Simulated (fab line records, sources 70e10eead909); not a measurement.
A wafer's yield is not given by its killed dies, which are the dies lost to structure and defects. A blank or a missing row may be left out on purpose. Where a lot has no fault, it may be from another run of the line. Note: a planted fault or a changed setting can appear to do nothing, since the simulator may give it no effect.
A struck lot beside a sound one :: flow nand harc :: 41 out of 1302 route steps
Sound: wafers L294.2, L294.4, L294.6. Wafers struck: L302.3, L302.5, L302.6. The cause is given at the end.
Each step with rows lists, per side, the tool, then ch with its chambers, then its first start. Under that, the readings that differ: sound wafers :: struck wafers :: difference of the means :: sigmas: that difference in standard deviations of wafers without a fault.
alike: same words and numbers on both sides, and readings whose means sit less than 2 such deviations apart. not compared: any withheld reading, any reading some wafer has no value for, any bound like >300 that may hide the same value, and any number with overlapping values for which the record gives no deviation.
A row with sigmas, a row that says differs or no value, or rows on one side alone: a step with any of these is where the two part. Numbers that don't overlap but have no deviation are shown without sigmas and don't part them. Lack of a reading on every wafer of one side parts them only where that side has two or more wafers.

first, 1 step without rows for these wafers: NHARC_A_CONTACT_DEVELOP_07 (develop time 35 s).
NHARC_A_CONTACT_CD_MEAS_08: target cd 200 nm.
  sound on cd sem-03 ch 0, day 21 22:52; struck on cd sem-03 ch 0, day 25 12:17
  alike: cd nm
NHARC_A_CONTACT_OVL_MEAS_09:
  sound: overlay-01 at day 21 22:57; struck: overlay-02 at day 25 12:22
  alike: overlay x nm, overlay y nm
NHARC_A_CONTACT_INSPECT_10:
  sound: defect inspect-01 at day 21 22:59; struck: defect inspect-01 at day 25 12:25
  alike: raw defect count
then, 4 steps without rows for these wafers: NHARC_A_CONTACT_DESCUM_13 (chemistry O2, time 3 s); NHARC_A_CONTACT_ETCH_88 (etches the open film in CF4, target depth 39 nm, time 65 s); NHARC_A_CONTACT_ETCH_89 (etches the open film in N2/H2, target depth 260 nm, time 475.3 s); NHARC_A_CONTACT_ETCH_30 (etches the open film in CF4/CHF3, target depth 72.6 nm, time 36.3 s).
NHARC_A_CONTACT_ETCH_31: etches the open film in O2/COS, target depth 2800 nm, time 728 s.
  sound: rie diel-07 ch 0,2; struck: rie diel-07 ch 0,2,3
  alike: drypump motor current A, oes product au, rf vpp V, showerhead plenum p Torr, throttle valve pct
  not compared: rf hours counter h
then, 1 step without rows for these wafers: NHARC_A_CONTACT_ETCH_134 (etches the open film in C4F8/O2/Ar, time 140 s, target depth 700 nm).
NHARC_A_CONTACT_ETCH_135: etches the open film in C4F8/O2/Ar, time 311 s, target depth 1912 nm.
  sound on har cap etch-01 ch 0,1, day 22 00:25; struck on har cap etch-03 ch 0,1, day 25 13:56
  alike: oes air line au
  not compared: rf hours counter h
NHARC_A_CONTACT_ETCH_136: etches the open film in C4F8/O2/Ar, time 311 s, target depth 1912 nm.
  sound on har cap etch-01 ch 0,1, day 22 00:41; struck on har cap etch-03 ch 0,1, day 25 14:12
  alike: oes air line au
  not compared: rf hours counter h
NHARC_A_CONTACT_ETCH_137: etches the open film in C4F8/O2/Ar, time 311 s, target depth 1912 nm.
  sound on har cap etch-01 ch 0,1, day 22 00:58; struck on har cap etch-03 ch 0,1, day 25 14:28
  alike: oes air line au
  not compared: rf hours counter h
then, 2 steps without rows for these wafers: NHARC_A_CONTACT_ETCH_138 (etches the open film in C4F8/O2/Ar, time 311 s, target depth 1914 nm); NHARC_A_CONTACT_ETCH_139 (etches the open film in C4F8/O2/Ar, time 195 s, target depth 840 nm).
NHARC_A_CONTACT_ETCH_92: etches the open film in CH3F/O2, target depth 40 nm, time 85.7 s.
  sound on rie diel-07 ch 0,3, day 22 02:01; struck on rie diel-07 ch 1,2, day 25 15:26
  alike: drypump motor current A, oes product au, rf vpp V, showerhead plenum p Torr, throttle valve pct
  not compared: rf hours counter h
then, 1 step without rows for these wafers: NHARC_A_CONTACT_ETCH_98 (etches the open film in C4F6/O2, target depth 20 nm, time 10 s).
NHARC_A_CONTACT_CD_MEAS_15:
  sound: cd sem-03 at day 22 02:14; struck: cd sem-01 at day 25 15:40
  alike: cd nm
then, 6 steps without rows for these wafers: NHARC_A_CONTACT_STRIP_107 (strips in N2/H2); NHARC_A_CONTACT_STRIP_108 (strips in CF4/CHF3); NHARC_A_CONTACT_STRIP_109 (strips in O2/COS); NHARC_A_CONTACT_ETCH_110 (etches the open film in CF4/O2, target depth 60 nm, overetch 6 nm, time 33 s); NHARC_A_CONTACT_STRIP_26 (strips in O2); NHARC_A_CONTACT_STRIP_27 (strips in post etch residue remover, time 600 s).
NHARC_A_CONTACT_ALD_18: deposits TiN, target thk 3 nm, pulse time 1 s, ald cycles 150.
  sound on ald metal-02 ch 2,3, day 22 03:23; struck on ald metal-03 ch 0,3, day 25 16:38
  alike: heater power outer w, heater power w, precursor pulse height rel
then, 13 steps without rows for these wafers: NHARC_A_CONTACT_CVD_19 (deposits W, target thk 300 nm, time 802 s); NHARC_A_CONTACT_CMP_20 (polishes, t overpolish 30 s, target thk 300 nm); NHARC_A_CONTACT_SRD_22; NHARC_A_BLC_DEHYDRATE_00 (time 120 s); NHARC_A_BLC_HMDS_01 (time 30 s); NHARC_A_BLC_COAT_02 (time 75 s); NHARC_A_BLC_COAT_03 (time 65 s); NHARC_A_BLC_COAT_04 (resist thk 90 nm); NHARC_A_BLC_SOFTBAKE_05 (time 55 s); NHARC_A_BLC_EBR_06; NHARC_A_BLC_EXPOSE_07 (exposes mask A BLC, target cd 100 nm); NHARC_A_BLC_PEB_08 (peb time 65 s); NHARC_A_BLC_DEVELOP_09 (develop time 35 s).
NHARC_A_BLC_CD_MEAS_10: target cd 100 nm.
  sound on cd sem-02 ch 0, day 22 05:23; struck on cd sem-01 ch 0, day 25 18:31
  alike: cd nm
NHARC_A_BLC_OVL_MEAS_11:
  sound: overlay-01 at day 22 05:28; struck: overlay-02 at day 25 18:36
  alike: overlay x nm, overlay y nm
-- break in the record here, with 6 days between the starts of the struck wafers on either side (left off in module A_BLC, picked up again in module END, where the first step shown is number 1302 on the route) --
NHARC_END_SORT_01:
  sound on prober-02 ch 0, day 24 08:44; struck on prober-02 ch 0, day 32 03:07
reading: killed at array
sound: 17 19 16
struck: 82 80 95
difference: +68
sigmas: +5

reading: killed dies
sound: 23 24 22
struck: 86 82 101
difference: +67
sigmas: +4
  alike: killed at other, killed at periphery, killed open, killed short

== WHERE THEY PART ==
At NHARC_END_SORT_01 and nowhere else, as far as this record goes.

WHY: the cause the simulator had injected
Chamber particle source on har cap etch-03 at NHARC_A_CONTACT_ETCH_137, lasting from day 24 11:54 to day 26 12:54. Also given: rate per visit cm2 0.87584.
